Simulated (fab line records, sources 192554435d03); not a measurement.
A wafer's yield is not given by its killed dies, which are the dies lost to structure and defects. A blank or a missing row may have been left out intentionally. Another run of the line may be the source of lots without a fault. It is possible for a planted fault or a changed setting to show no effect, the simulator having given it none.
Struck lot and sound lot, side by side | flow n5-finfet | 18 out of 1938 route steps
Sound: these wafers, L110.2, L110.5, L110.6. Struck: wafer L118.5. (L118.4, L118.6 of the same lot were not struck and are left out.) The cause comes at the end.
Order at every step that has rows: each side's tool, ch and its chambers, its first start. Under that, the readings that differ: sound wafers | struck wafers | difference of the means | sigmas: that difference in standard deviations of wafers without a fault.
alike: words and numbers the same on both sides, and readings whose means are apart by under 2 such deviations; not compared: readings that were withheld, readings missing a value for some wafer, numbers with overlapping values and no deviation given by the record, and bounds like >300 which may hide the same value.
Wherever a step has rows on one side only, a row that says differs or no value, or a row with sigmas, the two part there. Numbers that have no deviation but don't overlap get no sigmas and don't part them. Lack of a reading on every wafer of one side parts them only where that side has two or more wafers.

N5_BEOL_M3_INSPECT_30: inspects for defects (brightfield).
  sound: defect-inspect-01 at day 8 18:29; struck: defect-inspect-01 at day 10 07:15
  alike: raw-defect-count
N5_BEOL_M3_DESCUM_33: chemistry O2, time 7 s.
  sound on rie-diel-06 ch 0,3, day 8 18:43; struck on rie-diel-05 ch 3, day 10 07:20
  alike: drypump-motor-current-A, oes-product-au, rf-fwd-power-W, rf-vpp-V, showerhead-plenum-p-Torr, throttle-valve-pct
  not compared: rf-hours-counter-h
then, 1 step without rows for these wafers: N5_BEOL_M3_ETCH_77 (etches underlayer in N2/H2, target depth 6.5 nm, time 5.2 s).
N5_BEOL_M3_ETCH_69: etches SiARC in CF4, target depth 15.6 nm, time 26 s.
  sound on rie-diel-06 ch 0,3, day 8 18:46; struck on rie-diel-05 ch 3, day 10 07:25
  reading            | sound             | struck | difference | sigmas
  rf-fwd-power-W (W) | 535.9 535.5 532.2 | 530.4  | -4.1       | -2
  alike: drypump-motor-current-A, etch-rf-on-time-s, oes-product-au, rf-vpp-V, showerhead-plenum-p-Torr, throttle-valve-pct
  not compared: rf-hours-counter-h
N5_BEOL_M3_ALD_98: deposits SiO2, target thk 2.5 nm, pulse time 1 s, co reactant pulse time 1 s.
  sound on ald-sin-04 ch 1,2, day 8 19:29; struck on ald-sin-04 ch 2, day 10 07:28
  alike: heater-power-w, precursor-pulse-height-rel
  not compared: since-wet-clean-h
then, 1 step without rows for these wafers: N5_BEOL_M3_ETCHBACK_99 (etches SiO2 in CHF3, target depth 5 nm, time 10.4 s).
N5_BEOL_M3_ETCH_70: etches SOC in N2/H2, target depth 80 nm, overetch 16 nm, time 120 s.
  sound on rie-diel-06 ch 0,2,3, day 8 22:43; struck on rie-diel-03 ch 1, day 10 13:39
  alike: drypump-motor-current-A, oes-product-au, rf-fwd-power-W, rf-vpp-V, showerhead-plenum-p-Torr, throttle-valve-pct
  not compared: rf-hours-counter-h
then, 2 steps without rows for these wafers: N5_BEOL_M3_STRIP_71 (strips in N2/H2); N5_BEOL_M3_STRIP_78 (strips in N2/H2).
N5_BEOL_M3_VIA_ETCH_34: etches the open film in C4F6/O2, target depth 69.4 nm, time 65.9 s.
  sound on rie-diel-06 ch 0,2,3, day 8 22:49; struck on rie-diel-03 ch 1, day 10 13:44
  reading            | sound             | struck | difference | sigmas
  rf-fwd-power-W (W) | 348.1 347.1 346.6 | 344.1  | -3.2       | -2
  alike: drypump-motor-current-A, oes-product-au, rf-vpp-V, showerhead-plenum-p-Torr, throttle-valve-pct
  not compared: rf-hours-counter-h
then, 2 steps without rows for these wafers: N5_BEOL_M3_STRIP_83 (strips in C4F6/O2); N5_BEOL_M3_STRIP_36 (strips in N2/H2).
N5_BEOL_M3_TRENCH_ETCH_37: etches SiOC in C4F6/O2, target depth 55.555 nm, time 29.2 s.
  sound on rie-diel-06 ch 0,2,3, day 8 22:55; struck on rie-diel-03 ch 1, day 10 13:49
  reading                                    | sound             | struck | difference | sigmas
  model.etch.depth-nm (nm)                   | 55.47 54.67 56.41 | 70.02  | +14.50     |
  model.BEOL_M3.feature-depth-nm (nm)        | 55.4 54.6 56.4    | 70     | +15        |
  model.TiN_of_BEOL_M3_HM_DEP_02.thk-nm (nm) | 18 18 17.8        | 17     | -1         |
  alike: drypump-motor-current-A, oes-product-au, rf-fwd-power-W, rf-vpp-V, showerhead-plenum-p-Torr, throttle-valve-pct
  not compared: rf-hours-counter-h
then, 2 steps without rows for these wafers: N5_BEOL_M3_ETCH_41 (etches SiCN in CH3F/O2, target depth 29.9 nm, time 52.5 s); N5_BEOL_M3_STRIP_97 (strips in N2/H2, time 10 s).
N5_BEOL_M3_OCD_MEAS_38:
  sound: ocd-01 at day 8 23:04; struck: ocd-02 at day 10 13:59
  reading              | sound          | struck | difference | sigmas
  trench-depth-nm (nm) | 55.9 55.1 56.5 | 70.1   | +14.3      | +15
then, 1 step without rows for these wafers: N5_BEOL_M3_HM_STRIP_39 (strips TiN in peroxide tin strip, target depth 25 nm, time 158 s).
N5_BEOL_M4_RC_MEAS_101:
  sound on prober-01 ch 0, day 9 13:05; struck on prober-01 ch 0, day 11 03:47
  alike: DIBL_N, DIBL_P, IOFF_N, IOFF_P, ION_N, ION_P, SS_N, SS_P, VT_N, VT_P

WHERE THEY PART
Last at N5_BEOL_M3_OCD_MEAS_38 as far as this record goes, first at N5_BEOL_M3_ETCH_69. Later steps at which nothing parts them and some readings are alike: N5_BEOL_M4_RC_MEAS_101.

WHY: what the simulator had put in
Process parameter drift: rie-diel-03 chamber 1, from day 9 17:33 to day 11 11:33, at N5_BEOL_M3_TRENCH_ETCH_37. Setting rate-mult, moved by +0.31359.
